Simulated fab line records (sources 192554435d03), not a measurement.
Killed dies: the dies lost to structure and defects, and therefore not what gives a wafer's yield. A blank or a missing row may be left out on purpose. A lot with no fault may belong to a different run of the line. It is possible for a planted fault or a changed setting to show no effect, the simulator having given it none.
fab line records | flow n5-finfet
record lots=5 wafers=15 last-day=18
route steps=1938 shown BEOL_M8@1332 PASSIVATION@1936
lots that met no fault: taken from a fault-free run of the same line
start-h: start of the lot's first displayed wafer, in hours after the record's first day | wait-h: hours elapsed since this lot's preceding step | " as in the row above | L1.1+2: one row covering several wafers at once | - no value, or no start was given | * or withheld: withheld | < > ~ a bound
route shown NAME@n: names a module that has steps shown in the file, with the first one's number in the route | usual: average and standard deviation across the fault-free wafers | same: alike in all rows | chamber/n: place in a boat | sites: readings site by site | _std_site: their standard deviation | _edge_site: mean of outer sites minus mean of inner sites | radius-mm: for every site, how far away it sits from the centre of the wafer | mask NAME#n: copy n | behind: the tool/chamber that last shaped the wafer | hold: the reason the lot was held/the length of the hold in hours/how it ended | device: the transistor (n, p or np) that didn't switch | end of line: at the end of the route, the tests of the same wafers | a step without rows: its recipe alone | killed: not the wafer's yield, but the dies lost to structure and defects at the first sort | map: dies across one wafer; x = killed, . = not, _ = none there
set.NAME: the setting the step ran with; set.NAME@STEP: the setting that earlier step ran with | model.NAME: the simulator's own value behind a step, which no gauge read
lots at selected steps of the route; one table per step, one row per wafer
services: when a tool's chamber went out of use (start-h, in hours from the record's first day, below 0 if earlier), for how many hours, and the reason
## steps
# step N5_BEOL_M8_ILD_DEP_00
# recipe material=SiCOH_lowk target-thk-a=1797.5 temp-c=300 precursor=DEMS/porogen pressure-torr=5 rf-w=500 time-s=33.4
# step N5_BEOL_M8_CURE_74
# recipe temp-c=385 time-s=240 ambient=He/Ar material=SiCOH_lowk
# usual lamp-power-pct=52.31/0.049 wafer_temp_C_max=387.0/0.77
# columns lot.wafer tool chamber start-h wait-h lamp-power-pct wafer_temp_C_max
L234.1 uv-cure-03 2 223.76 0.1 52.33 387.5
L234.2 " 2 " " 52.26 386.7
L234.4 " 2 " " 52.31 386.9
L235.1 uv-cure-02 0 224.82 0.0 52.34 386.8
L235.3 " 0 " " 52.34 386.3
L235.6 " 0 " " 52.36 386.5
L242.1 uv-cure-03 2 275.76 0.0 52.28 386.8
L242.2 " 2 " " 52.30 386.5
L242.6 " 2 " " 52.36 386.8
L249.1 uv-cure-03 2 313.84 0.0 52.32 386.3
L249.2 " 2 " " 52.25 386.6
L249.4 " 2 " " 52.28 386.5
L255.1 uv-cure-03 1 355.01 0.0 52.29 387.0
L255.4 " 1 " " 52.34 387.6
L255.6 " 1 " " 52.28 386.9
# step N5_BEOL_M8_THK_MEAS_01
# recipe reads=SiCOH_lowk_of_BEOL_M8_ILD_DEP_00
# usual M8_ILD_THK=156.9/2.4
# columns lot.wafer tool chamber start-h wait-h M8_ILD_THK[nm]
L234.1 film-metro-02 - 224.28 0.4 156.9
L234.2 " - " " 157.4
L234.4 " - " " 160.2
L235.1 film-metro-01 - 225.33 0.4 157.2
L235.3 " - " " 153.9
L235.6 " - " " 156.1
L242.1 film-metro-02 - 276.27 0.4 153.9
L242.2 " - " " 152.7
L242.6 " - " " 157.8
L249.1 film-metro-02 - 314.35 0.4 155.7
L249.2 " - " " 159.3
L249.4 " - " " 158.8
L255.1 film-metro-02 - 356.00 0.8 154.6
L255.4 " - " " 156.6
L255.6 " - " " 158.4
# step N5_BEOL_M8_PECVD_70
# recipe material=SiO2 target-thk-a=200 temp-c=400 precursor=TEOS/O2 pressure-torr=5.5 rf-w=450 teos-flow-sccm=53.8 gas=O2 flow-sccm=3000 time-s=22.7
# usual heater-power-w=716/100 showerhead-plenum-p-Torr=8.76/0.07 throttle-valve-pct=22.1/1.1
# columns lot.wafer tool chamber start-h wait-h heater-power-w showerhead-plenum-p-Torr since-wet-clean-h throttle-valve-pct
L234.1 pecvd-02 2 224.31 0.0 693 8.68 327 21.3
L234.2 " 0 " " 717 8.79 1109 22.1
L234.4 " 2 " " 705 8.68 - 21.4
L235.1 pecvd-02 0 225.37 0.0 766 8.75 1110 22.1
L235.3 " 1 " " 624 8.92 1835 22.5
L235.6 " 1 " " 645 8.92 - 22.8
L242.1 pecvd-01 2 276.31 0.0 600 8.68 219 21.5
L242.2 " 1 " " 949 8.77 621 20.2
L242.6 " 0 " " 747 8.75 - 23.9
L249.1 pecvd-01 2 314.39 0.0 709 8.72 257 21.1
L249.2 " 1 " " 872 8.75 659 20.5
L249.4 " 0 " " 753 8.78 - 23.9
L255.1 pecvd-01 1 356.04 0.0 948 8.77 700 20.4
L255.4 " 2 " " 687 8.69 - 21.4
L255.6 " 0 " " 724 8.75 - 23.9
# step N5_BEOL_M8_HM_DEP_02
# recipe material=TiN target-thk-a=200 temp-c=25 chamber-pressure-pa=0.49996
# usual substrate-temp-c=25.00/0.099 throttle-valve-pct=29.9/1.1
# columns lot.wafer tool chamber start-h wait-h substrate-temp-c throttle-valve-pct
L234.1 pvd-sputter-03 - 227.68 3.3 24.97 29.6
L234.2 " - " " 24.90 30.0
L234.4 " - " " 24.83 30.5
L235.1 pvd-sputter-03 - 228.08 2.7 24.80 30.6
L235.3 " - " " 24.90 30.6
L235.6 " - " " 24.99 30.5
L242.1 pvd-sputter-02 - 276.71 0.4 24.85 27.9
L242.2 " - " " 25.09 28.6
L242.6 " - " " 25.02 31.2
L249.1 pvd-sputter-03 - 315.86 1.5 24.86 30.8
L249.2 " - " " 24.96 30.3
L249.4 " - " " 25.06 29.4
L255.1 pvd-sputter-02 - 357.16 1.1 25.15 31.1
L255.4 " - " " 25.12 27.9
L255.6 " - " " 25.06 30.4
# step N5_BEOL_M8_COAT_59
# recipe resist=SOC temp-c=250 time-s=60 spin-rpm=1500 resist-thk-nm=100
# step N5_BEOL_M8_COAT_60
# recipe resist=SiARC temp-c=220 time-s=60 spin-rpm=1500 resist-thk-nm=35
# step N5_BEOL_M8_COAT_05
# recipe resist=CAR-ArF spin-rpm=1500 resist-thk-nm=90
# step N5_BEOL_M8_EBR_07
# recipe solvent=PGMEA ebr-width-mm=1.5
# step N5_BEOL_M8_SOFTBAKE_06
# recipe temp-c=110 time-s=60 resist=CAR-ArF
# step N5_BEOL_M8_EXPOSE_08
# recipe mask-id=M8 na=1.35 source-shape=dipole sigma-inner=0.817 sigma-outer=0.97 polarization=te dose-mj=68.25
# step N5_BEOL_M8_PEB_09
# recipe peb-temp-c=withheld peb-time-s=60 resist=CAR-ArF
# step N5_BEOL_M8_DEVELOP_10
# recipe develop-time-s=30 developer=TMAH resist=CAR-ArF rinse-liquid=diw dry=air-spin dev-temp-c=23
# columns lot.wafer tool chamber start-h wait-h
L234.1+2+4 litho-track-01 0 228.01 -
L235.1+3+6 litho-track-01 0 228.52 -
L242.1+2+6 litho-track-01 0 277.03 -
L249.1+2+4 litho-track-03 0 316.30 -
L255.1+4+6 litho-track-03 0 357.61 -
# step N5_BEOL_M8_CD_MEAS_11
# recipe target-cd-nm=38.5 landing-energy-ev=500 detector=se-inlens polarity=opening
# usual cd-nm=38.3/0.49
# columns lot.wafer tool chamber start-h wait-h cd-nm
L234.1 cd-sem-03 0 228.07 - 38.1
L234.2 " 0 " " 38.3
L234.4 " 0 " " 38.6
L235.1 cd-sem-02 0 228.58 - 37.6
L235.3 " 0 " " 37.6
L235.6 " 0 " " 38.5
L242.1 cd-sem-02 0 277.08 - 37.8
L242.2 " 0 " " 37.6
L242.6 " 0 " " 37.8
L249.1 cd-sem-02 0 316.36 - 38.9
L249.2 " 0 " " 38.3
L249.4 " 0 " " 38.6
L255.1 cd-sem-03 0 357.67 - 38.6
L255.4 " 0 " " 38.4
L255.6 " 0 " " 37.6
# step N5_BEOL_M8_OVL_MEAS_12
# recipe points-per-wafer=44
# usual M8_OVL=0.5/0.73
# columns lot.wafer tool chamber start-h wait-h M8_OVL[nm]
L234.1 overlay-02 0 228.10 0.0 0.2
L234.2 " 0 " " 0.6
L234.4 " 0 " " 0.8
L235.1 overlay-02 0 228.61 0.0 -0.5
L235.3 " 0 " " 0.5
L235.6 " 0 " " -1.0
L242.1 overlay-01 0 277.12 0.0 0.8
L242.2 " 0 " " 0.6
L242.6 " 0 " " 0.9
L249.1 overlay-02 0 316.39 0.0 0.9
L249.2 " 0 " " 1.2
L249.4 " 0 " " -0.2
L255.1 overlay-02 0 357.70 0.0 1.9
L255.4 " 0 " " 0.8
L255.6 " 0 " " 1.5
# step N5_BEOL_M8_INSPECT_13
# recipe mode=adi inspect-instrument=brightfield
# usual raw-defect-count=385/76
# columns lot.wafer tool chamber start-h wait-h raw-defect-count
L234.1 defect-inspect-02 - 228.12 0.0 422
L234.2 " - " " 523
L234.4 " - " " 420
L235.1 defect-inspect-01 - 228.63 0.0 488
L235.3 " - " " 448
L235.6 " - " " 374
L242.1 defect-inspect-02 - 277.14 0.0 368
L242.2 " - " " 345
L242.6 " - " " 438
L249.1 defect-inspect-02 - 316.41 0.0 413
L249.2 " - " " 444
L249.4 " - " " 527
L255.1 defect-inspect-02 - 357.72 0.0 406
L255.4 " - " " 429
L255.6 " - " " 468
# step N5_BEOL_M8_DESCUM_16
# recipe chemistry=O2 time-s=7.9 source-power-w=50 bias-power-w=20 pressure-mtorr=20 rf-frequency-hz=2.712e+07 temp-c=40 resist=CAR-ArF o2-flow-sccm=225
# usual drypump-motor-current-A=5.6/0.58 oes-product-au=0.82/0.094 rf-vpp-V=243.1/1.4 showerhead-plenum-p-Torr=2.08/0.074 throttle-valve-pct=20.36/0.28
# columns lot.wafer tool chamber start-h wait-h drypump-motor-current-A oes-product-au rf-hours-counter-h rf-vpp-V showerhead-plenum-p-Torr throttle-valve-pct
L234.1 rie-diel-06 2 228.22 0.1 6.6 0.99 7 244.9 2.23 20.10
L234.2 " 1 " " 4.9 0.75 173 241.3 2.01 20.87
L234.4 " 1 " " 4.9 0.75 - 242.2 2.01 20.87
L235.1 rie-diel-06 3 228.69 0.1 5.5 0.66 240 242.1 1.96 20.55
L235.3 " 1 " " 4.9 0.75 173 240.4 2.01 20.85
L235.6 " 3 " " 5.5 0.67 - 242.3 1.96 20.55
L242.1 rie-diel-06 1 277.17 0.0 4.8 0.74 195 243.4 2.00 20.92
L242.2 " 3 " " 5.4 0.95 3 246.2 2.22 20.35
L242.6 " 3 " " 5.5 0.96 - 245.3 2.22 20.35
L249.1 rie-diel-06 3 316.61 0.2 5.4 0.89 17 245.2 2.22 20.37
L249.2 " 2 " " 6.6 0.92 40 245.4 2.22 20.13
L249.4 " 0 " " 5.6 0.73 208 243.5 2.07 20.46
L255.1 rie-diel-05 2 358.14 0.4 5.5 0.85 54 242.3 2.13 20.08
L255.4 " 3 " " 6.1 0.95 5 243.0 2.12 20.39
L255.6 " 1 " " 5.8 0.88 - 242.9 2.04 20.20
# step N5_BEOL_M8_ETCH_61
# recipe chemistry=CF4 target=SiARC target-depth-a=455 mask-material=CAR-ArF time-s=75.8 ion-energy-ev=80 pressure-mtorr=40 source-w=545 bias-w=36 Ar_flow_sccm=100 cf4-flow-sccm=100 ends=cleared
# usual drypump-motor-current-A=5.6/0.58 etch-rf-on-time-s=75.7/1.3 oes-product-au=0.70/0.078 rf-vpp-V=183.9/1.1 showerhead-plenum-p-Torr=2.14/0.075 throttle-valve-pct=15.56/0.29
# columns lot.wafer tool chamber start-h wait-h drypump-motor-current-A etch-rf-on-time-s oes-product-au rf-hours-counter-h rf-vpp-V showerhead-plenum-p-Torr throttle-valve-pct model.BEOL_M8.cd-offset-nm
L234.1 rie-diel-06 2 228.25 0.0 6.7 75.7 0.84 7 184.7 2.28 15.26 0
L234.2 " 1 " " 4.9 74.9 0.64 173 181.6 2.07 16.01 0.4
L234.4 " 1 " " 4.9 75.7 0.63 - 182.8 2.07 16.02 0
L235.1 rie-diel-06 3 228.73 0.0 5.4 79.0 0.57 240 182.1 2.03 15.88 -1.2
L235.3 " 1 " " 4.9 75.6 0.63 173 183.1 2.07 16.01 -0.6
L235.6 " 3 " " 5.4 78.0 0.56 - 182.4 2.03 15.89 -0.4
L242.1 rie-diel-06 1 277.21 0.0 4.9 74.0 0.62 195 182.5 2.06 16.05 -0.6
L242.2 " 3 " " 5.4 75.1 0.80 3 186.0 2.28 15.46 -0.6
L242.6 " 3 " " 5.5 75.9 0.80 - 186.5 2.28 15.47 -0.6
L249.1 rie-diel-06 3 316.65 0.0 5.5 75.3 0.75 17 184.3 2.27 15.50 0.4
L249.2 " 2 " " 6.6 74.2 0.79 40 185.5 2.27 15.33 0
L249.4 " 0 " " 5.6 74.4 0.63 208 184.4 2.14 15.76 0.2
L255.1 rie-diel-05 2 358.18 0.0 5.5 75.7 0.73 54 184.8 2.16 15.16 0.2
L255.4 " 3 " " 6.0 74.4 0.82 5 185.3 2.18 15.58 0.6
L255.6 " 1 " " 5.8 77.8 0.75 - 183.5 2.10 15.41 -0.2
# step N5_BEOL_M8_ETCH_62
# recipe chemistry=N2/H2 target=SOC target-depth-a=1100 overetch-a=220 mask-material=SiARC temp-c=40 time-s=165 ion-energy-ev=200 pressure-mtorr=30 source-w=840 bias-w=150 n2-flow-sccm=200 h2-flow-sccm=200
# step N5_BEOL_M8_STRIP_68
# recipe chemistry=N2/H2 temp-c=40 n2-flow-sccm=200 h2-flow-sccm=200 rf-frequency-hz=6e+07
# step N5_BEOL_M8_STRIP_67
# recipe chemistry=CF4 resist=SiARC power-w=300 bias-power-w=75 pressure-mtorr=50 cf4-flow-sccm=150 rf-frequency-hz=6e+07
# step N5_BEOL_M8_HM_OPEN_17
# recipe chemistry=Cl2/BCl3 target-depth-a=200 overetch-a=60 target=TiN mask-material=SOC ion-energy-ev=150 pressure-mtorr=10 icp-w=1000 bias-w=126 Cl2_flow_sccm=53.25 bcl3-flow-sccm=21.75 Ar_flow_sccm=25
# usual drypump-motor-current-A=6.0/0.33 oes-product-au=0.68/0.06 throttle-valve-pct=22.10/0.21
# columns lot.wafer tool chamber start-h wait-h drypump-motor-current-A oes-product-au rf-hours-counter-h throttle-valve-pct model.BEOL_M8.cd-offset-nm
L234.1 rie-metal-03 1 228.49 0.0 6.1 0.53 120 22.04 0
L234.2 " 0 " " 6.3 0.69 40 22.05 0.4
L234.4 " 0 " " 6.3 0.69 - 22.06 0.2
L235.1 rie-metal-02 0 228.97 0.0 6.1 0.74 15 22.12 -0.8
L235.3 " 1 " " 6.2 0.74 - 22.36 -0.8
L235.6 " 1 " " 6.2 0.74 - 22.36 -0.2
L242.1 rie-metal-02 1 277.45 0.0 6.2 0.72 15 22.39 -0.6
L242.2 " 0 " " 6.1 0.72 18 22.14 -0.8
L242.6 " 0 " " 6.1 0.73 - 22.12 -1
L249.1 rie-metal-01 0 316.89 0.0 5.3 0.63 51 21.77 0.4
L249.2 " 1 " " 6.1 0.66 45 22.26 -0.2
L249.4 " 1 " " 6.1 0.65 - 22.25 0.2
L255.1 rie-metal-01 1 358.42 0.0 6.2 0.64 49 22.29 0
L255.4 " 1 " " 6.2 0.64 - 22.28 0.4
L255.6 " 0 " " 5.3 0.63 - 21.77 -0.2
# step N5_BEOL_M8_STRIP_19
# recipe chemistry=O2 power-w=400 temp-c=40 pressure-mtorr=30 rf-frequency-hz=6e+07 bias-power-w=0 overash-fraction=0.2 o2-flow-sccm=225
# usual drypump-motor-current-A=5.6/0.58 oes-product-au=0.82/0.1 rf-vpp-V=3.7/0.61 showerhead-plenum-p-Torr=2.08/0.068 throttle-valve-pct=16.57/0.28
# columns lot.wafer tool chamber start-h wait-h drypump-motor-current-A oes-product-au rf-hours-counter-h rf-vpp-V showerhead-plenum-p-Torr throttle-valve-pct
L234.1 rie-diel-06 3 228.65 0.1 5.5 0.67 240 3.6 1.97 16.90
L234.2 " 1 " " 4.9 0.73 173 4.2 2.02 17.07
L234.4 " 3 " " 5.4 0.67 - 3.7 1.97 16.89
L235.1 rie-diel-06 1 229.12 0.1 4.9 0.74 173 3.8 2.02 17.07
L235.3 " 3 " " 5.5 0.67 240 3.8 1.97 16.87
L235.6 " 3 " " 5.5 0.67 - 4.2 1.97 16.88
L242.1 rie-diel-06 2 277.56 0.1 6.6 0.95 26 2.8 2.23 16.35
L242.2 " 0 " " 5.6 0.75 195 3.4 2.08 16.72
L242.6 " 1 " " 4.9 0.74 - 4.8 2.01 17.11
L249.1 rie-diel-05 2 317.00 0.1 5.5 0.89 36 3.3 2.14 16.27
L249.2 " 0 " " 6.1 0.82 85 3.9 2.04 16.42
L249.4 " 0 " " 6.1 0.82 - 3.8 2.04 16.47
L255.1 rie-diel-01 0 358.54 0.1 4.9 0.75 172 3.0 2.02 16.93
L255.4 " 3 " " 5.2 0.86 55 3.3 2.03 16.43
L255.6 " 1 " " 5.1 0.69 - 3.1 2.05 16.66
# step N5_PASSIVATION_PROBE_49
# usual defect-limited-yield=91.2/1.4 killed_at_M0_to_M3=35/11 killed_at_M4_up=14/5.6 killed-at-contacts=12/5.6 killed-at-front-end=38/11 killed-at-other=4/3.4 killed-dies=103/17 killed-open=68/12 killed-short=33/8.8 sort_bin_5_function=5.1/0.89 sort_bin_6_memory=3.3/0.71 sort-n-pass=1077/17 sort-yield-pct=91.2/1.4
# same gross-dies=1180 killed-at-back-side=0 sort_bin_4_leakage[%]=0 sort_bin_8_speed[%]=0
# columns lot.wafer tool chamber start-h wait-h defect-limited-yield[%] killed_at_M0_to_M3 killed_at_M4_up killed-at-contacts killed-at-front-end killed-at-other killed-dies killed-open killed-short sort_bin_5_function[%] sort_bin_6_memory[%] sort-n-pass sort-yield-pct[%]
L234.1 prober-02 - 298.13 0.0 92.2 20 6 10 48 8 92 61 31 4.1 3.6 1088 92.2
L234.2 prober-02 - 298.18 0.1 91.1 39 6 4 51 5 105 68 37 5.4 3.2 1075 91.1
L234.4 prober-02 - 298.28 0.2 93.1 23 3 5 48 3 82 55 26 4.5 2.3 1098 93.1
L242.6 prober-01 - 352.86 0.3 90.5 40 9 12 47 4 112 72 39 5.9 3.3 1068 90.5
L255.1 prober-01 - 437.35 0.0 91.3 37 19 8 36 3 103 70 31 4.8 3.3 1077 91.3
L255.4 prober-01 - 437.50 0.2 90.6 34 20 8 45 4 111 82 29 5.8 3.6 1069 90.6
L255.6 prober-01 - 437.60 0.3 91.0 34 21 5 40 6 106 75 29 6.2 2.7 1074 91.0
# killed by level:class
L234.1 FIN_SAQP:geometric-particle:open=13 MOL_CONTACT_COAG:geometric-particle:open=9 STI_FIN_REVEAL:geometric-particle:open=8 BEOL_M3:geometric-particle:open=8 FIN_SAQP:geometric-particle:short=6 STARTING-WAFER:geometric-particle:short=5 STI_FIN_REVEAL:geometric-particle:short=4 BEOL_M3:geometric-particle:short=4
L234.2 STI_FIN_REVEAL:geometric-particle:open=15 FIN_SAQP:geometric-particle:open=12 BEOL_M0_SAQP:geometric-particle:short=10 BEOL_M3:geometric-particle:open=9 BEOL_M0_SAQP:geometric-particle:open=6 BEOL_M1:geometric-particle:short=5 BEOL_M2:geometric-particle:open=5 FIN_SAQP:geometric-particle:short=4
L234.4 FIN_SAQP:geometric-particle:open=10 STI_FIN_REVEAL:geometric-particle:open=8 BEOL_M0_SAQP:geometric-particle:open=7 BEOL_M0_SAQP:geometric-particle:short=6 BEOL_M2:geometric-particle:open=6 DUMMY_GATE:geometric-particle:open=4 ILD0:geometric-particle:open=4 STARTING-WAFER:geometric-particle:short=4
L242.6 FIN_SAQP:geometric-particle:open=16 BEOL_M0_SAQP:geometric-particle:short=13 MOL_CONTACT_COAG:geometric-particle:open=11 FIN_SAQP:geometric-particle:short=8 BEOL_M0_SAQP:geometric-particle:open=8 BEOL_M1:geometric-particle:open=5 STARTING-WAFER:geometric-particle:open=5 BEOL_M2:geometric-particle:open=4
L255.1 BEOL_M3:geometric-particle:open=17 FIN_SAQP:geometric-particle:short=9 MOL_CONTACT_COAG:geometric-particle:open=7 BEOL_M4:geometric-particle:open=6 GATE_CUT:geometric-particle:short=5 BEOL_M0:geometric-particle:open=4 DUMMY_GATE:geometric-particle:open=4 BEOL_M1:geometric-particle:open=4
L255.4 BEOL_M2:geometric-particle:open=13 STI_FIN_REVEAL:geometric-particle:open=12 FIN_SAQP:geometric-particle:open=10 FIN_SAQP:geometric-particle:short=10 MOL_CONTACT_COAG:geometric-particle:open=7 BEOL_M3:geometric-particle:open=7 BEOL_M4:geometric-particle:open=7 BEOL_M0:geometric-particle:open=5
L255.6 BEOL_M4:geometric-particle:open=14 STI_FIN_REVEAL:geometric-particle:open=13 BEOL_M2:geometric-particle:open=13 FIN_SAQP:geometric-particle:short=9 BEOL_M3:geometric-particle:open=6 GATE_CUT:geometric-particle:short=5 MOL_CONTACT_COAG:geometric-particle:open=4 BEOL_M0_SAQP:geometric-particle:short=4
## services
# columns tool chamber start-h hours kind
pecvd-02 2 212.62 8.6 repair
rie-diel-05 - 220.37 0.1 repair
rie-metal-02 - 233.82 14.6 pm
rie-diel-05 - 242.12 2.8 pm
rie-diel-05 0 249.32 13.7 repair
rie-diel-06 3 249.67 - clean
rie-diel-06 3 249.67 - consumable-replace:focus-ring
rie-diel-06 3 249.67 - consumable-replace:showerhead
uv-cure-03 - 256.83 2.1 pm
rie-diel-01 1 266.36 5.0 repair
pecvd-02 0 279.07 4.1 repair
pecvd-01 - 293.53 14.6 pm
pvd-sputter-02 - 310.46 4.5 repair
rie-diel-06 - 323.83 2.8 pm
pvd-sputter-02 - 324.98 1.7 repair
uv-cure-02 - 325.66 7.5 pm
pvd-sputter-03 - 330.58 2.5 repair
pvd-sputter-03 - 333.25 7.2 repair
pecvd-02 - 339.09 14.6 pm
uv-cure-03 - 340.72 1.1 repair
uv-cure-02 - 342.73 1.0 pm
pvd-sputter-02 - 343.85 3.3 repair
rie-metal-02 - 346.79 0.3 repair
rie-diel-06 1 353.19 3.7 repair
## key
first-sign none at tools or gauges
model-effect step=N5_BEOL_M8_ETCH_61 value=BEOL_M8.cd-offset-nm without=0.2 struck=-0.6
model-effect step=N5_BEOL_M8_HM_OPEN_17 value=BEOL_M8.cd-offset-nm without=0.2 struck=-0.6
met-at N5_BEOL_M8_DEVELOP_10
struck-wafers L242.1
onset-between 228.52 277.03
fault kind=process-parameter-drift tool=litho-track-01 chamber=- onset-h=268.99 steps=N5_BEOL_M8_DEVELOP_10 channel=develop-time-s offset=* shape=step end-h=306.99 scope=struck-wafers-only acts-in=* stated=*
